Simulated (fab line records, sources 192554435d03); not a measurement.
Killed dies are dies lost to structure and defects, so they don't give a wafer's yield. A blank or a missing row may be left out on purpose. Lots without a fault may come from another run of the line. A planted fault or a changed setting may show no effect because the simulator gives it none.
Split-lot experiment | flow n5_finfet | 7 lots, 21 wafers read, on a route of 1938 steps

THE SPLIT
At N5_BEOL_M15_EXPOSE_25 (exposes mask M15, target cd 400 nm), the setting dose_mj was moved away from the recipe's 35.5 on 7 of the 21 wafers read, by -7.0% to +4.9%. The other wafers ran this setting at the recipe's value.

FROM THE SPLIT TO THE READING: what the file shows between them, 3 steps
- N5_BEOL_M15_PEB_26: peb time 90 s
- N5_BEOL_M15_DEVELOP_27: develop time 45 s
- N5_BEOL_M15_HARDBAKE_32: time 120 s

THE READING
cd_nm, in nm, at N5_BEOL_M15_CD_MEAS_28 (target cd 407.6 nm). Fault-free wafers of this fab line usually give 406.5 nm, standard deviation 2 nm.

wafer  | tool, chamber at the split | dose_mj as run | against the recipe | cd_nm, nm | against lot-mates on the recipe
L075.1 | krf_scanner-01, 0          | 36.3           | +2.3%              | 406.6     | -1.1
L075.2 | krf_scanner-01, 0          | 35.5           | recipe             | 407.7     | -
L075.5 | krf_scanner-01, 0          | 36.3           | +2.3%              | 406.3     | -1.4
L081.1 | krf_scanner-02, 0          | 35.5           | recipe             | 405.4     | -
L081.2 | krf_scanner-02, 0          | 35.5           | recipe             | 406.6     | -
L081.5 | krf_scanner-02, 0          | 35.5           | recipe             | 402.7     | -
L084.1 | krf_scanner-02, 0          | 35.5           | recipe             | 409.8     | -
L084.3 | krf_scanner-02, 0          | 35.5           | recipe             | 404.3     | -
L084.6 | krf_scanner-02, 0          | 35.5           | recipe             | 407.3     | -
L089.3 | krf_scanner-02, 0          | 35.5           | recipe             | 407.7     | -
L089.5 | krf_scanner-02, 0          | 33.01          | -7.0%              | 394.7     | -13.0
L089.6 | krf_scanner-02, 0          | 33.01          | -7.0%              | 398.4     | -9.3
L092.3 | krf_scanner-01, 0          | 37.23          | +4.9%              | 416.2     | +8.8
L092.4 | krf_scanner-01, 0          | 35.5           | recipe             | 406.7     | -
L092.5 | krf_scanner-01, 0          | 35.5           | recipe             | 408.0     | -
L094.1 | krf_scanner-02, 0          | 35.5           | recipe             | 405.2     | -
L094.3 | krf_scanner-02, 0          | 35.5           | recipe             | 407.7     | -
L094.6 | krf_scanner-02, 0          | 35.5           | recipe             | 405.4     | -
L096.1 | krf_scanner-02, 0          | 35.5           | recipe             | 408.9     | -
L096.3 | krf_scanner-02, 0          | 33.12          | -6.7%              | 393.3     | -15.6
L096.6 | krf_scanner-02, 0          | 33.12          | -6.7%              | 395.6     | -13.3

THE FIT
A straight line over all 21 wafers: cd_nm changes by +1.55 nm for each +1% of dose_mj; r = +0.92; the points scatter about the line by 2.2 nm.
The same after taking each lot's own level away (the mean of its wafers on the recipe; 21 wafers): +1.69 nm for each +1%; r = +0.92; scatter 2.3 nm.
On that fit, the largest move of dose_mj shifts the reading by 12 nm.
The lots' own levels span 404.90 to 408.90 nm, that is 2.0 times the standard deviation above.
So the lot-to-lot level changes the slope little: the two slopes agree.
Check: with one of the wafers moved furthest among these (-7.0%) left out of the fit, the line predicts -12.4 nm for it against its lot-mates. It came out at -13 nm against them.

OTHER SPLITS ON THESE WAFERS
These wafers also went through other splits before the reading. Each is held against what the fit with the lots' levels taken away leaves over:
other split on the same wafers    | wafers away from the commonest value | r with cd_nm (lot level and that fit taken away)
N5_BEOL_M12_COAT_58 spin_rpm      | 4                                    | -0.01
N5_BEOL_M12_PEB_08 peb_time_s     | 10                                   | +0.32
N5_BEOL_M12_STRIP_63 h2_flow_sccm | 8                                    | -0.21
N5_BEOL_M13_COAT_65 spin_rpm      | 6                                    | -0.04
N5_BEOL_M14_SPUTTER_43 power_w    | 3                                    | +0.14

THE WHOLE CHAIN: every reading that the file lists as answering this split, in the file's order
step                   | what it does                                                            | reading                                                         | change (the file's fit)              | r (the file's)
N5_BEOL_M15_CD_MEAS_28 | target cd 407.6 nm                                                      | cd_nm                                                           | +1.75 nm for each +1% of the setting | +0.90
N5_BEOL_M15_DESCUM_33  | chemistry O2, time 7.9 s                                                | BEOL_M15.cd_nm (the simulator's own value, which no gauge read) | +1.77 nm for each +1% of the setting | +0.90
N5_BEOL_M15_ETCH_61    | etches BARC in N2/H2, target depth 89 nm, overetch 26.7 nm, time 67.9 s | BEOL_M15.cd_nm (the simulator's own value, which no gauge read) | +1.63 nm for each +1% of the setting | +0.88

THE FILE'S OWN FIT
cd_nm changes by +1.75 nm for each +1% of dose_mj, r = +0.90.
